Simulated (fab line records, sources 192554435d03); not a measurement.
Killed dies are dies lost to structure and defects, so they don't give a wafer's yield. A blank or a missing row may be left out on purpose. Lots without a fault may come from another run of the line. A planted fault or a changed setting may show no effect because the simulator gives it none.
fab line records | flow n5_finfet
record lots=8 wafers=24 last_day=18
route steps=1938 shown BEOL_M1@764 BEOL_M4@1111 PASSIVATION@1936
lots that met no fault: from a run of the same line without faults
start_h: hours from the record's first day to the start of the lot's first wafer shown | wait_h: hours since the lot's step before | " the same as in the row above | L1.1+2: a row that stands for several wafers | - no value, or no start given | * or withheld: withheld | < > ~ a bound
route shown NAME@n: a module of which the file shows steps, and the number in the route of the first | usual: mean/standard deviation of fault-free wafers | same: alike in all rows | chamber/n: place in a boat | sites: the reading at each site | _std_site: their standard deviation | _edge_site: outer sites' mean less inner sites' | radius_mm: how far each site lies from the wafer's centre | mask NAME#n: copy n | behind: the tool/chamber that last shaped the wafer | hold: why the lot was held/for how many hours/how that ended | device: the transistor (n, p or np) that didn't switch | end of line: the same wafers' tests at the end of the route | a step without rows: its recipe alone | killed: dies lost to structure and defects at the first sort, not the wafer's yield | map: a wafer's dies, x killed, . not, _ none there
set.NAME: the setting as run; set.NAME@STEP: as run at that earlier step | model.NAME: the simulator's own value behind a step, which no gauge read
steps of the route over a sample of lots; a table a step, a row a wafer
services: from which hour (start_h, from the record's first day; less than 0 if before it) a tool's chamber was out of use, for how many hours, and why
## steps
# step N5_BEOL_M1_CD_MEAS_11
# recipe target_cd_nm=17.05 landing_energy_ev=500 detector=se_inlens polarity=opening
# usual cd_nm=17.07/0.27
# columns lot.wafer tool chamber start_h wait_h cd_nm
L993.2 cd_sem-01 0 140.96 - 17.06
L993.5 " 0 " " 16.97
L993.6 " 0 " " 17.01
L997.1 cd_sem-01 0 142.34 - 16.85
L997.2 " 0 " " 17.00
L997.6 " 0 " " 16.89
L103.1 cd_sem-03 0 180.62 - 17.05
L103.3 " 0 " " 17.50
L103.5 " 0 " " 17.41
L105.3 cd_sem-02 0 203.42 - 17.12
L105.5 " 0 " " 16.84
L105.6 " 0 " " 17.14
L104.3 cd_sem-01 0 204.91 - 17.17
L104.4 " 0 " " 16.99
L104.5 " 0 " " 16.93
L112.2 cd_sem-01 0 233.09 - 16.90
L112.3 " 0 " " 16.76
L112.4 " 0 " " 16.98
L114.4 cd_sem-02 0 247.05 - 17.21
L114.5 " 0 " " 17.47
L114.6 " 0 " " 17.08
L116.1 cd_sem-01 0 269.76 - 17.45
L116.4 " 0 " " 17.23
L116.5 " 0 " " 17.18
# step N5_BEOL_M1_DESCUM_16
# recipe chemistry=O2 time_s=7 source_power_w=50 bias_power_w=20 pressure_mtorr=20 rf_frequency_hz=2.712e+07 temp_c=40 resist=CAR-EUV o2_flow_sccm=225
# usual drypump_motor_current_A=5.8/0.59 o2_flow_sccm=224.9/0.67 oes_product_au=0.75/0.073 rf_vpp_V=243.0/1.4 showerhead_plenum_p_Torr=2.09/0.065 throttle_valve_pct=20.4/0.36
# columns lot.wafer tool chamber start_h wait_h drypump_motor_current_A o2_flow_sccm oes_product_au rf_hours_counter_h rf_vpp_V showerhead_plenum_p_Torr throttle_valve_pct
L993.2 rie_diel-04 1 141.08 0.0 5.3 224.8 0.84 76 241.2 2.03 20.0
L993.5 " 0 " " 5.9 223.9 0.75 - 240.2 1.93 20.4
L993.6 " 3 " " 6.3 225.0 0.73 - 244.3 2.05 20.2
L997.1 rie_diel-04 0 142.52 0.1 5.8 225.0 0.76 119 239.8 1.93 20.4
L997.2 " 1 " " 5.3 225.7 0.85 76 240.7 2.03 20.0
L997.6 " 0 " " 5.9 224.9 0.75 - 240.5 1.93 20.4
L103.1 rie_diel-04 1 180.74 0.0 5.3 225.5 0.83 88 243.4 2.03 20.0
L103.3 " 3 " " 6.2 224.2 0.72 203 242.3 2.05 20.2
L103.5 " 2 " " 5.2 225.0 0.75 - 243.2 2.11 20.1
L105.3 rie_diel-03 1 203.55 0.0 6.3 225.8 0.69 230 245.9 2.15 20.1
L105.5 " 2 " " 5.6 225.9 0.73 - 244.0 2.10 20.9
L105.6 " 3 " " 5.8 225.1 0.78 - 244.7 2.11 20.2
L104.3 rie_diel-02 0 205.21 0.2 5.7 225.2 0.69 230 244.2 2.17 21.1
L104.4 " 1 " " 6.6 226.3 0.69 209 243.8 2.16 20.6
L104.5 " 1 " " 6.6 225.8 0.68 - 244.7 2.16 20.7
L112.2 rie_diel-03 1 233.21 0.0 6.3 225.8 0.69 240 243.1 2.14 20.2
L112.3 " 2 " " 5.6 224.7 0.71 219 242.9 2.09 20.9
L112.4 " 0 " " 5.1 224.2 0.69 249 242.5 2.06 20.8
L114.4 rie_diel-03 2 247.19 0.0 5.6 225.0 0.71 - 244.0 2.09 20.9
L114.5 " 3 " " 5.8 225.1 0.77 - 243.3 2.10 20.2
L114.6 " 1 " " 6.3 225.6 0.68 - 245.1 2.14 20.2
L116.1 rie_diel-02 2 269.88 0.0 4.6 224.8 0.88 28 242.6 2.14 20.3
L116.4 " 1 " " 6.6 225.8 0.67 229 243.9 2.16 20.7
L116.5 " 0 " " 5.8 225.1 0.68 - 245.1 2.16 21.1
# step N5_BEOL_M1_HM_OPEN_17
# recipe chemistry=Cl2/BCl3 target_depth_a=200 overetch_a=60 target=TiN mask_material=SOC ion_energy_ev=150 pressure_mtorr=10 icp_w=1000 bias_w=126 Cl2_flow_sccm=53.25 bcl3_flow_sccm=21.75 Ar_flow_sccm=25
# usual drypump_motor_current_A=6.1/0.38 oes_product_au=0.62/0.073 throttle_valve_pct=22.12/0.26
# columns lot.wafer tool chamber start_h wait_h drypump_motor_current_A oes_product_au rf_hours_counter_h throttle_valve_pct
L993.2 rie_metal-01 0 141.33 0.0 6.3 0.58 93 22.23
L993.5 " 0 " " 6.3 0.59 - 22.21
L993.6 " 1 " " 6.3 0.73 - 21.71
L997.1 rie_metal-03 0 142.77 0.0 5.3 0.55 106 21.93
L997.2 " 1 " " 6.4 0.63 55 22.41
L997.6 " 0 " " 5.3 0.55 - 21.91
L103.1 rie_metal-02 0 180.99 0.0 5.9 0.54 118 22.49
L103.3 " 1 " " 5.9 0.72 - 22.18
L103.5 " 0 " " 5.9 0.54 - 22.46
L105.3 rie_metal-01 1 203.83 0.1 6.3 0.71 - 21.71
L105.5 " 0 " " 6.3 0.58 - 22.23
L105.6 " 1 " " 6.3 0.72 - 21.71
L104.3 rie_metal-02 1 205.49 0.1 5.9 0.72 - 22.17
L104.4 " 0 " " 5.9 0.54 - 22.46
L104.5 " 1 " " 6.0 0.72 - 22.16
L112.2 rie_metal-01 0 233.46 0.0 6.3 0.57 101 22.25
L112.3 " 0 " " 6.3 0.57 - 22.25
L112.4 " 1 " " 6.3 0.70 - 21.72
L114.4 rie_metal-03 1 247.45 0.1 6.4 0.62 - 22.40
L114.5 " 0 " " 5.3 0.54 - 21.95
L114.6 " 1 " " 6.4 0.62 - 22.41
L116.1 rie_metal-01 0 270.13 0.0 6.3 0.56 105 22.26
L116.4 " 0 " " 6.2 0.57 - 22.24
L116.5 " 0 " " 6.2 0.57 - 22.27
# step N5_BEOL_M1_COAT_68
# recipe resist=SiARC temp_c=220 time_s=60 spin_rpm=1500 resist_thk_nm=12
# usual spin_speed_rpm=1500.0/0.96
# columns lot.wafer tool chamber start_h wait_h spin_speed_rpm
L993.2 litho_track-01 0 141.55 - 1499.4
L993.5 " 0 " " 1501.0
L993.6 " 0 " " 1499.2
L997.1 litho_track-03 0 142.99 - 1502.3
L997.2 " 0 " " 1499.2
L997.6 " 0 " " 1500.7
L103.1 litho_track-01 0 181.21 - 1321.3
L103.3 " 0 " " 1320.4
L103.5 " 0 " " 1321.1
L105.3 litho_track-03 0 204.02 - 1500.3
L105.5 " 0 " " 1500.5
L105.6 " 0 " " 1500.9
L104.3 litho_track-01 0 205.68 - 1320.7
L104.4 " 0 " " 1320.9
L104.5 " 0 " " 1320.9
L112.2 litho_track-03 0 233.68 - 1498.9
L112.3 " 0 " " 1499.4
L112.4 " 0 " " 1498.9
L114.4 litho_track-03 0 247.64 - 1499.2
L114.5 " 0 " " 1498.0
L114.6 " 0 " " 1500.2
L116.1 litho_track-03 0 270.37 - 1500.9
L116.4 " 0 " " 1498.3
L116.5 " 0 " " 1501.3
# step N5_BEOL_M1_ETCH_69
# recipe chemistry=CF4 target=SiARC target_depth_a=156 mask_material=CAR-EUV time_s=26 ion_energy_ev=80 pressure_mtorr=40 source_w=545 bias_w=36 Ar_flow_sccm=100 cf4_flow_sccm=100 ends=cleared
# usual drypump_motor_current_A=5.7/0.52 etch_rf_on_time_s=26.2/0.39 oes_product_au=0.64/0.049 rf_vpp_V=183.7/1.1 showerhead_plenum_p_Torr=2.11/0.07 throttle_valve_pct=15.53/0.28
# columns lot.wafer tool chamber start_h wait_h drypump_motor_current_A etch_rf_on_time_s oes_product_au rf_hours_counter_h rf_vpp_V showerhead_plenum_p_Torr throttle_valve_pct
L993.2 rie_diel-04 0 142.01 0.0 6.0 26.0 0.65 119 182.0 1.98 15.57
L993.5 " 3 " " 6.2 26.3 0.62 - 183.1 2.13 15.63
L993.6 " 0 " " 5.9 26.4 0.65 - 182.3 1.98 15.55
L997.1 rie_diel-03 1 143.51 0.0 6.3 26.0 0.60 211 184.2 2.20 15.41
L997.2 " 0 " " 5.1 26.2 0.60 223 182.9 2.13 15.95
L997.6 " 0 " " 5.1 26.5 0.60 - 184.1 2.13 15.97
L103.1 rie_diel-03 2 181.67 0.0 5.6 27.9 0.63 205 184.6 2.12 15.86
L103.3 " 1 " " 6.3 28.0 0.60 224 182.8 2.20 15.43
L103.5 " 2 " " 5.6 27.9 0.63 - 184.1 2.12 15.86
L105.3 rie_diel-03 3 204.48 0.0 5.8 25.6 0.67 102 184.2 2.16 15.37
L105.5 " 2 " " 5.6 26.1 0.62 - 184.8 2.12 15.87
L105.6 " 3 " " 5.8 25.5 0.66 - 184.1 2.16 15.38
L104.3 rie_diel-04 1 206.14 0.0 5.3 27.9 0.70 95 183.9 2.07 15.23
L104.4 " 0 " " 5.9 27.7 0.64 138 181.0 1.98 15.59
L104.5 " 1 " " 5.3 27.6 0.70 - 183.7 2.07 15.23
L112.2 rie_diel-04 1 234.26 0.0 5.3 26.0 0.69 99 184.0 2.07 15.24
L112.3 " 0 " " 5.9 26.1 0.63 148 181.8 1.98 15.60
L112.4 " 3 " " 6.2 25.9 0.62 221 184.1 2.12 15.66
L114.4 rie_diel-04 1 248.27 0.0 5.3 26.3 0.69 103 182.9 2.07 15.23
L114.5 " 1 " " 5.3 26.4 0.69 - 183.3 2.07 15.25
L114.6 " 0 " " 5.9 26.3 0.62 - 181.8 1.97 15.62
L116.1 rie_diel-02 2 270.95 0.0 4.6 25.1 0.77 29 184.6 2.20 15.50
L116.4 " 0 " " 5.8 26.6 0.58 248 183.7 2.21 16.29
L116.5 " 3 " " 6.6 25.4 0.72 - 182.7 2.09 15.23
# step N5_BEOL_M4_RC_MEAS_101
# usual DIBL_N=36.5/2 DIBL_P=36.5/2.3 IOFF_N=0.16/0.036 IOFF_P=0.21/0.037 ION_N=672/12 ION_P=459/7.1 SS_N=71.6/0.73 SS_P=73.4/0.76 VT_N=250/3.3 VT_P=-250.5/2.9
# columns lot.wafer tool chamber start_h wait_h DIBL_N[mV/V] DIBL_P[mV/V] IOFF_N[nA/um] IOFF_P[nA/um] ION_N[uA/um] ION_P[uA/um] SS_N[mV/dec] SS_P[mV/dec] VT_N[mV] VT_P[mV]
L993.2 prober-02 0 182.99 0.2 31.8 34.0 0.12 0.17 671 462 71.2 72.4 252 -250.3
L993.5 " 0 " " 33.0 34.7 0.13 0.17 659 450 70.6 72.4 254 -253.8
L993.6 " 0 " " 34.4 37.4 0.16 0.20 675 461 70.9 73.5 250 -249.8
L997.1 prober-01 0 199.42 0.0 40.0 39.5 0.23 0.28 695 472 72.2 74.4 246 -246.4
L997.2 " 0 " " 40.9 41.1 0.25 0.32 679 457 72.4 74.7 245 -248.5
L997.6 " 0 " " 35.9 34.9 0.14 0.19 657 451 71.0 73.1 251 -251.8
L103.1 prober-01 0 229.86 0.0 34.3 35.4 0.13 0.20 664 462 71.3 72.5 253 -249.4
L103.3 " 0 " " 33.8 33.2 0.11 0.16 630 439 72.2 72.7 259 -255.7
L103.5 " 0 " " 31.9 32.0 0.10 0.16 658 459 71.1 72.3 255 -251.8
L105.3 prober-01 0 257.46 0.3 38.3 36.8 0.19 0.25 684 464 71.7 74.4 245 -248.6
L105.5 " 0 " " 39.4 37.8 0.24 0.27 693 465 72.8 74.5 243 -247.5
L105.6 " 0 " " 38.6 37.5 0.21 0.27 680 462 72.3 74.3 247 -247.8
L104.3 prober-02 0 260.43 0.3 36.6 37.2 0.17 0.23 676 463 71.1 73.9 250 -246.2
L104.4 " 0 " " 37.1 38.2 0.18 0.26 684 472 71.7 74.3 246 -246.0
L104.5 " 0 " " 34.2 34.3 0.12 0.18 663 460 70.6 72.4 255 -249.6
L112.2 prober-02 0 296.75 0.2 36.0 36.4 0.16 0.20 654 452 72.2 73.7 251 -253.1
L112.3 " 0 " " 32.4 33.5 0.12 0.16 668 463 70.2 72.5 250 -252.6
L112.4 " 0 " " 38.2 40.1 0.22 0.26 693 474 72.2 73.2 244 -248.4
L114.4 prober-01 0 297.56 0.5 39.5 41.0 0.23 0.29 697 475 71.6 74.7 243 -246.4
L114.5 " 0 " " 36.8 37.8 0.18 0.24 688 464 71.4 73.5 246 -246.8
L114.6 " 0 " " 34.2 34.2 0.12 0.17 664 459 71.0 72.8 254 -250.7
L116.1 prober-01 0 332.06 0.0 38.1 40.2 0.19 0.21 671 457 71.6 75.2 249 -250.8
L116.4 " 0 " " 39.1 40.6 0.22 0.23 682 457 72.8 74.2 246 -251.5
L116.5 " 0 " " 38.8 41.3 0.21 0.23 675 456 72.4 74.7 248 -248.9
# step N5_PASSIVATION_PROBE_49
# usual defect_limited_yield=91.4/1.4 killed_at_M0_to_M3=33/11 killed_at_M4_up=13/5.3 killed_at_contacts=13/6.1 killed_at_front_end=40/11 killed_at_other=2.9/2.7 killed_dies=102/17 killed_open=68/13 killed_short=32/7.5 sort_bin_4_leakage=0.00/0.022 sort_bin_5_function=5.1/0.98 sort_bin_6_memory=3.2/0.69 sort_bin_8_speed=0.1/1.1 sort_n_pass=1077/21 sort_yield_pct=91.3/1.7
# same gross_dies=1180 killed_at_back_side=0
# columns lot.wafer tool chamber start_h wait_h defect_limited_yield[%] killed_at_M0_to_M3 killed_at_M4_up killed_at_contacts killed_at_front_end killed_at_other killed_dies killed_open killed_short sort_bin_4_leakage[%] sort_bin_5_function[%] sort_bin_6_memory[%] sort_bin_8_speed[%] sort_n_pass sort_yield_pct[%]
L993.2 prober-01 - 296.84 0.1 91.1 28 12 13 47 5 105 65 37 0 5.2 3.4 0 1075 91.1
L993.5 prober-01 - 296.99 0.2 91.3 40 11 18 31 3 103 56 40 0 4.7 2.9 0 1077 91.3
L993.6 prober-01 - 297.04 0.3 90.9 37 14 11 44 1 107 68 39 0 4.9 4.0 0 1073 90.9
L997.1 prober-02 - 316.77 0.0 89.4 44 11 7 57 6 125 86 37 0 5.6 4.6 0 1055 89.4
L997.2 prober-02 - 316.82 0.1 94.2 22 14 7 26 0 69 47 20 0 3.3 2.0 0 1111 94.2
L997.6 prober-02 - 317.02 0.3 90.4 26 14 7 65 1 113 79 34 0 5.3 3.8 0 1067 90.4
L103.1 prober-01 - 343.56 0.0 94.0 18 7 19 25 2 71 55 16 0 3.8 2.1 0 1109 94.0
L103.3 prober-01 - 343.66 0.1 92.2 29 19 11 32 1 92 67 24 0 4.4 3.3 12.7 938 79.5
L103.5 prober-01 - 343.76 0.2 93.6 16 12 13 33 2 76 50 25 0 3.6 2.5 0 1104 93.6
L105.3 prober-02 - 372.43 0.1 90.9 36 23 9 38 1 107 77 30 0 5.0 3.8 0 1073 90.9
L105.5 prober-02 - 372.53 0.2 92.7 36 12 5 29 4 86 53 31 0 4.7 2.5 0 1094 92.7
L105.6 prober-02 - 372.58 0.3 91.4 23 20 5 52 1 101 67 32 0 5.2 3.2 0 1079 91.4
L104.3 prober-02 - 390.38 0.1 91.6 36 11 11 28 13 99 66 32 0 4.6 3.3 0 1081 91.6
L104.4 prober-02 - 390.43 0.2 92.5 28 7 13 36 4 88 57 31 0 3.9 3.2 0 1092 92.5
L104.5 prober-02 - 390.48 0.2 90.9 39 12 10 41 5 107 75 30 0 5.3 3.5 0 1073 90.9
L114.4 prober-02 - 411.35 0.2 91.0 30 16 13 43 4 106 72 33 0.08 6.4 2.3 0 1073 90.9
L114.5 prober-02 - 411.40 0.2 93.3 36 11 7 24 1 79 49 29 0 3.5 3.0 0 1101 93.3
L114.6 prober-02 - 411.45 0.3 89.5 52 16 9 44 3 124 83 40 0 6.4 4.0 0 1056 89.5
L112.2 prober-01 - 414.94 0.1 94.4 17 8 7 33 1 66 40 26 0 2.9 2.5 0 1114 94.4
L112.3 prober-01 - 414.99 0.1 90.8 32 13 16 42 6 109 72 37 0 6.7 2.3 0 1071 90.8
L112.4 prober-01 - 415.04 0.2 92.6 29 11 5 38 4 87 55 30 0 5.3 1.8 0 1093 92.6
L116.1 prober-02 - 437.13 0.0 92.2 38 10 6 35 3 92 56 36 0 4.7 2.7 0 1088 92.2
L116.4 prober-02 - 437.28 0.2 92.1 35 5 9 41 3 93 66 25 0 5.1 2.6 0 1087 92.1
L116.5 prober-02 - 437.33 0.2 91.8 29 12 13 42 1 97 63 32 0 5.4 2.5 0 1083 91.8
# killed by level:class
L993.2 FIN_SAQP:geometric_particle:short=21 MOL_CONTACT_COAG:geometric_particle:open=11 FIN_SAQP:geometric_particle:open=9 BEOL_M0_SAQP:geometric_particle:open=7 BEOL_M0:geometric_particle:open=7 BEOL_M3:geometric_particle:open=5 BEOL_M4:geometric_particle:open=5 STARTING-WAFER:geometric_particle:open=5
L993.5 MOL_CONTACT_COAG:geometric_particle:open=16 FIN_SAQP:geometric_particle:short=13 BEOL_M0_SAQP:geometric_particle:open=10 BEOL_M0_SAQP:geometric_particle:short=9 BEOL_M3:geometric_particle:open=8 STARTING-WAFER:geometric_particle:short=6 HKMG_FIN:area_etch=6 BEOL_M2:geometric_particle:open=5
L993.6 FIN_SAQP:geometric_particle:short=19 FIN_SAQP:geometric_particle:open=10 MOL_CONTACT_COAG:geometric_particle:open=10 BEOL_M0_SAQP:geometric_particle:short=9 BEOL_M3:geometric_particle:open=8 BEOL_M4:geometric_particle:open=7 BEOL_M0_SAQP:geometric_particle:open=7 STI_FIN_REVEAL:geometric_particle:open=5
L997.1 BEOL_M0_SAQP:geometric_particle:open=18 STI_FIN_REVEAL:geometric_particle:open=12 FIN_SAQP:geometric_particle:short=8 BEOL_M2:geometric_particle:open=8 FIN_SAQP:geometric_particle:open=6 MOL_CONTACT_COAG:geometric_particle:open=6 BEOL_M3:geometric_particle:short=6 BEOL_M3:geometric_particle:open=6
L997.2 BEOL_M2:geometric_particle:open=8 STARTING-WAFER:geometric_particle:open=7 STI_FIN_REVEAL:geometric_particle:open=5 MOL_CONTACT_COAG:geometric_particle:open=4 BEOL_M1:geometric_particle:short=4 BEOL_M4:geometric_particle:open=4 FIN_SAQP:geometric_particle:open=3 GATE_CUT:geometric_particle:short=3
L997.6 STI_FIN_REVEAL:geometric_particle:open=21 FIN_SAQP:geometric_particle:open=11 BEOL_M4:geometric_particle:open=9 FIN_SAQP:geometric_particle:short=8 BEOL_M0_SAQP:geometric_particle:short=7 MOL_CONTACT_COAG:geometric_particle:open=6 BEOL_M0_SAQP:geometric_particle:open=6 STARTING-WAFER:geometric_particle:open=6
L103.1 MOL_CONTACT_COAG:geometric_particle:open=17 BEOL_M1:geometric_particle:open=6 STI_FIN_REVEAL:geometric_particle:open=5 BEOL_M2:geometric_particle:open=5 STARTING-WAFER:geometric_particle:open=4 FIN_SAQP:geometric_particle:open=3 FIN_SAQP:geometric_particle:short=3 DUMMY_GATE:geometric_particle:open=3
L103.3 FIN_SAQP:geometric_particle:open=14 MOL_CONTACT_COAG:geometric_particle:open=9 BEOL_M5:geometric_particle:open=8 BEOL_M0_SAQP:geometric_particle:short=7 BEOL_M0_SAQP:geometric_particle:open=5 BEOL_M3:geometric_particle:open=5 FIN_SAQP:geometric_particle:short=4 BEOL_M2:geometric_particle:open=4
L103.5 FIN_SAQP:geometric_particle:short=10 MOL_CONTACT_COAG:geometric_particle:open=10 FIN_SAQP:geometric_particle:open=9 STI_FIN_REVEAL:geometric_particle:open=6 BEOL_M4:geometric_particle:open=6 BEOL_M0_SAQP:geometric_particle:short=5 STARTING-WAFER:geometric_particle:open=3 GATE_CUT:geometric_particle:short=3
L105.3 BEOL_M0_SAQP:geometric_particle:open=9 BEOL_M3:geometric_particle:open=9 FIN_SAQP:geometric_particle:open=8 DUMMY_GATE:geometric_particle:open=8 MOL_CONTACT_COAG:geometric_particle:open=8 BEOL_M0_SAQP:geometric_particle:short=7 BEOL_M4:geometric_particle:open=7 STI_FIN_REVEAL:geometric_particle:open=6
L105.5 STI_FIN_REVEAL:geometric_particle:open=9 BEOL_M0_SAQP:geometric_particle:short=9 BEOL_M3:geometric_particle:open=8 BEOL_M0_SAQP:geometric_particle:open=6 DUMMY_GATE:geometric_particle:open=5 BEOL_M4:geometric_particle:open=5 STI_FIN_REVEAL:geometric_particle:short=4 BEOL_M4:geometric_particle:short=4
L105.6 FIN_SAQP:geometric_particle:open=14 STI_FIN_REVEAL:geometric_particle:open=12 BEOL_M4:geometric_particle:open=10 FIN_SAQP:geometric_particle:short=9 BEOL_M3:geometric_particle:open=4 MOL_CONTACT_COAG:geometric_particle:open=4 ILD0:geometric_particle:short=3 BEOL_M0_SAQP:geometric_particle:open=3
L104.3 BEOL_M0_SAQP:geometric_particle:open=11 BEOL_M0_SAQP:geometric_particle:short=10 MOL_CONTACT_COAG:geometric_particle:open=9 STARTING-WAFER:geometric_particle:short=7 FIN_SAQP:geometric_particle:open=6 BEOL_M2:geometric_particle:open=6 PASS1_CAP:geometric_particle:open=5 GATE_CUT:geometric_particle:open=4
L104.4 BEOL_M2:geometric_particle:open=12 FIN_SAQP:geometric_particle:open=11 MOL_CONTACT_COAG:geometric_particle:open=10 GATE_CUT:geometric_particle:short=8 BEOL_M0_SAQP:geometric_particle:open=4 BEOL_M0_SAQP:geometric_particle:short=4 STARTING-WAFER:geometric_particle:short=4 STARTING-WAFER:geometric_particle:open=4
L104.5 FIN_SAQP:geometric_particle:open=12 MOL_CONTACT_COAG:geometric_particle:open=9 BEOL_M4:geometric_particle:open=9 FIN_SAQP:geometric_particle:short=8 BEOL_M2:geometric_particle:open=8 BEOL_M0_SAQP:geometric_particle:open=7 BEOL_M0_SAQP:geometric_particle:short=7 BEOL_M1:geometric_particle:open=7
L114.4 FIN_SAQP:geometric_particle:open=12 FIN_SAQP:geometric_particle:short=11 MOL_CONTACT_COAG:geometric_particle:open=9 BEOL_M4:geometric_particle:open=9 STI_FIN_REVEAL:geometric_particle:open=8 BEOL_M1:geometric_particle:open=8 BEOL_M0_SAQP:geometric_particle:open=7 DUMMY_GATE:geometric_particle:open=5
L114.5 STI_FIN_REVEAL:geometric_particle:open=10 BEOL_M3:geometric_particle:short=9 BEOL_M1:geometric_particle:open=7 MOL_CONTACT_COAG:geometric_particle:open=6 BEOL_M2:geometric_particle:open=6 BEOL_M3:geometric_particle:open=6 FIN_SAQP:geometric_particle:short=4 BEOL_M0_SAQP:geometric_particle:short=4
L114.6 FIN_SAQP:geometric_particle:open=17 BEOL_M2:geometric_particle:open=12 BEOL_M0_SAQP:geometric_particle:short=10 BEOL_M1:geometric_particle:open=9 STI_FIN_REVEAL:geometric_particle:open=8 MOL_CONTACT_COAG:geometric_particle:open=7 FIN_SAQP:geometric_particle:short=6 BEOL_M3:geometric_particle:short=6
L112.2 FIN_SAQP:geometric_particle:open=11 MOL_CONTACT_COAG:geometric_particle:open=7 BEOL_M0_SAQP:geometric_particle:short=7 FIN_SAQP:geometric_particle:short=6 STARTING-WAFER:geometric_particle:open=5 BEOL_M0:geometric_particle:open=4 STARTING-WAFER:geometric_particle:short=4 DUMMY_GATE:geometric_particle:open=2
L112.3 FIN_SAQP:geometric_particle:open=13 BEOL_M2:geometric_particle:open=12 MOL_CONTACT_COAG:geometric_particle:open=11 FIN_SAQP:geometric_particle:short=9 STI_FIN_REVEAL:geometric_particle:open=9 BEOL_M0_SAQP:geometric_particle:open=6 MOL_CONTACT_COAG:geometric_particle:short=5 BEOL_M1:geometric_particle:open=5
L112.4 FIN_SAQP:geometric_particle:open=14 FIN_SAQP:geometric_particle:short=8 BEOL_M1:geometric_particle:open=7 BEOL_M3:geometric_particle:open=6 STI_FIN_REVEAL:geometric_particle:open=5 MOL_CONTACT_COAG:geometric_particle:open=4 BEOL_M0_SAQP:geometric_particle:open=4 BEOL_M4:geometric_particle:open=4
L116.1 STI_FIN_REVEAL:geometric_particle:open=12 BEOL_M0_SAQP:geometric_particle:short=11 BEOL_M3:geometric_particle:open=10 BEOL_M0_SAQP:geometric_particle:open=7 BEOL_M4:geometric_particle:open=7 FIN_SAQP:geometric_particle:open=4 MOL_CONTACT_COAG:geometric_particle:open=4 BEOL_M1:geometric_particle:open=4
L116.4 DUMMY_GATE:geometric_particle:open=13 BEOL_M3:geometric_particle:open=12 BEOL_M1:geometric_particle:open=9 FIN_SAQP:geometric_particle:short=8 MOL_CONTACT_COAG:geometric_particle:open=8 STI_FIN_REVEAL:geometric_particle:open=6 BEOL_M0_SAQP:geometric_particle:open=5 FIN_SAQP:geometric_particle:open=3
L116.5 STI_FIN_REVEAL:geometric_particle:open=12 MOL_CONTACT_COAG:geometric_particle:open=12 FIN_SAQP:geometric_particle:short=9 BEOL_M1:geometric_particle:open=7 BEOL_M3:geometric_particle:open=6 FIN_SAQP:geometric_particle:open=5 STARTING-WAFER:geometric_particle:short=5 STI_FIN_REVEAL:geometric_particle:short=4
## services
# columns tool chamber start_h hours kind
rie_metal-02 - 130.88 1.4 pm
rie_diel-03 3 133.54 12.3 repair
rie_diel-02 2 139.95 - clean
rie_diel-02 2 139.95 - consumable_replace:focus_ring
rie_diel-02 2 139.95 34.7 scheduled_down
rie_diel-02 2 139.95 34.7 vent_cycle
rie_metal-02 - 140.17 10.0 pm
rie_diel-03 2 143.43 10.1 repair
rie_metal-03 1 198.33 4.6 repair
rie_diel-04 1 209.51 16.5 repair
rie_metal-03 0 219.50 2.8 repair
rie_metal-02 0 233.41 - clean
rie_metal-02 0 233.41 18.6 scheduled_down
rie_metal-02 0 233.41 18.6 vent_cycle
rie_diel-02 0 238.33 5.8 repair
rie_diel-03 0 241.10 - clean
rie_diel-03 0 241.10 - consumable_replace:focus_ring
rie_diel-03 0 241.10 13.3 scheduled_down
rie_diel-03 0 241.10 13.3 vent_cycle
rie_diel-03 1 264.73 - clean
rie_diel-03 1 264.73 - consumable_replace:focus_ring
rie_diel-03 1 264.73 16.1 scheduled_down
rie_diel-03 1 264.73 16.1 vent_cycle
## key
first_sign step=N5_BEOL_M1_COAT_68 reading=spin_speed_rpm direction=down sigmas=99+ usual=* struck=*
effect step=N5_BEOL_M1_ETCH_69 reading=etch_rf_on_time_s direction=up sigmas=4.3 usual=* struck=*
met_at N5_BEOL_M1_COAT_68
struck_lots L103,L104
not_acting_at N5_BEOL_M1_CD_MEAS_11,N5_BEOL_M1_DESCUM_16,N5_BEOL_M1_HM_OPEN_17
onset_between 141.55 181.21
fault kind=process_parameter_drift tool=litho_track-01 chamber=- onset_h=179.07 steps=N5_BEOL_M1_COAT_68 channel=spin_rpm offset=* shape=step end_h=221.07 acts_in=* stated=*
